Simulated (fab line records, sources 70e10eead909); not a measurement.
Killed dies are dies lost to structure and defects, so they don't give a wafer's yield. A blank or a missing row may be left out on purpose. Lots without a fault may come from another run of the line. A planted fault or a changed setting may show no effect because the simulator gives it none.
One fault seen from 2 desks | flow nand_harc | each desk has only its own numbers; what lay behind them comes last

THE TOOL OWNER'S DESK: cmp-03
The tool's own readings at NHARC_P_M2_CMP_23 (polishes, t overpolish 20 s, target thk 144.3 nm): means of the sampled wafers that have a number, for each lot that ran on this tool. A lot is out of limits, marked OUT, if its mean lies more than 4 standard deviations from the usual mean; the brackets give that distance.
Columns: A = motor_current_A at NHARC_P_M2_CMP_23, usual 11.8 A; B = slurry_filter_dp_kPa at NHARC_P_M2_CMP_23, usual 13.51 kPa; C = time_to_endpoint_s at NHARC_P_M2_CMP_23, usual 28.6 s
lot  | first seen here | A    | B     | C
L975 | day 8 06:19     | 10.9 | 13.46 | 28.9
L979 | day 9 22:49     | 12.3 | 13.50 | 26.9
L982 | day 11 01:24    | 10.9 | 13.65 | 29.5
L988 | day 13 18:32    | 11.3 | 13.62 | 20.9 (-4.0) OUT
L990 | day 14 08:40    | 11.2 | 13.46 | 26.4
This desk's finding: out of limits on L988; first on L988, day 13 18:32 (time_to_endpoint_s at NHARC_P_M2_CMP_23). In limits: L975, L979, L982, L990.

THE METROLOGY DESK
What the gauges read, lot by lot, whatever tool the lot ran on: means of the sampled wafers that have a number. A lot is out of limits, marked OUT, if its mean lies more than 4 standard deviations from the usual mean; the brackets give that distance.
Columns: A = cd_nm at NHARC_P_M2_CD_MEAS_16, usual 169.8 nm; B = thk_nm at NHARC_P_M2_THK_MEAS_24, usual 144.1 nm
lot  | first seen here | A     | B
L971 | day 6 15:58     | 169.1 | 143.8
L974 | day 7 18:13     | 169.0 | 142.6
L975 | day 8 04:29     | 170.0 | 144.3
L976 | day 8 20:27     | 170.3 | 142.7
L979 | day 9 21:02     | 170.4 | 143.4
L982 | day 10 23:33    | 169.7 | 143.2
L983 | day 11 08:44    | 170.4 | 145.5
L988 | day 13 16:41    | 169.5 | 138.7
L990 | day 14 06:51    | 170.9 | 143.1
L992 | day 15 00:11    | 170.7 | 145.0
L993 | day 15 20:19    | 170.1 | 142.8
L994 | day 16 03:45    | 169.5 | 145.2
This desk's finding: nothing out of limits on any of the 12 lots.

PUT TOGETHER
The tool owner's desk could have raised an alarm at day 13 18:32, on L988.
The metrology desk saw nothing out of limits.
The metrology desk has L988 on record, within its limits.
Of the lots named, all ran NHARC_P_M2_CMP_23 on cmp-03.

WHAT THE SIMULATOR HAD PUT IN
Process parameter drift: cmp-03, from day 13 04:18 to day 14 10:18, at NHARC_P_M2_CMP_23. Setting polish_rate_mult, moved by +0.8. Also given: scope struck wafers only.
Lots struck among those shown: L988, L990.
Hours from the fault's start to each desk's first reading out of limits: the tool owner's desk, 14.
